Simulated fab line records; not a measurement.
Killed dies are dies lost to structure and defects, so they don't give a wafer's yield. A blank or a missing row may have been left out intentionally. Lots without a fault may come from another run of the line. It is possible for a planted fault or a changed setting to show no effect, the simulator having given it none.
Matching of chambers	flow n5 finfet	rie diel-06 running N5_BEOL_M0_CUTY_ETCH_62: 4 sister chambers
The step etches SiARC in CF4, time 58.5 s. 4 wafers are shown with their chamber, then 12 later ones without.

== WAFERS WITH THEIR CHAMBER ==
wafer	chamber	drypump motor current A (A)
L084.2	2	5.4
L084.4	3	4.9
L084.5	0	5.8
L084.6	1	5.4

== WAFERS WITH NO CHAMBER GIVEN ==
wafer	drypump motor current A (A)
L087.1	5.4
L087.2	5.8
L087.3	4.9
L087.4	5.4
L087.5	5.3
L087.6	5.8
L088.1	4.9
L088.4	5.4
L088.5	5.4
L094.3	5.4
L094.5	5.8
L094.6	5.3

== CHAMBER TAKEN BY EACH ==
wafer	from the rows above	in truth
L087.1	can't be placed: 1 or 2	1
L087.2	0	0
L087.3	3	3
L087.4	can't be placed: 1 or 2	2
L087.5	can't be placed: 1 or 2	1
L087.6	0	0
L088.1	3	3
L088.4	can't be placed: 1 or 2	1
L088.5	can't be placed: 1 or 2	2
L094.3	can't be placed: 1 or 2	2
L094.5	0	0
L094.6	can't be placed: 1 or 2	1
Placed correctly: 5 of 12. Not placeable from these rows: 7 (in 7, the candidates include the true chamber). Placed wrongly: 0.
How it was worked out, from the rows above alone: a wafer's distance from a chamber is the root of the sum, over the readings, of the square of ((its reading less the chamber's mean) divided by the reading's scatter). The wafer belongs to the nearest chamber; if the next one is less than 2 further off, it can't be placed. The mean given for a chamber averages the wafers shown for that chamber. The scatter (one wafer shown for each chamber): square how far every hidden wafer sits from the nearest shown wafer, average those squares and take the square root.
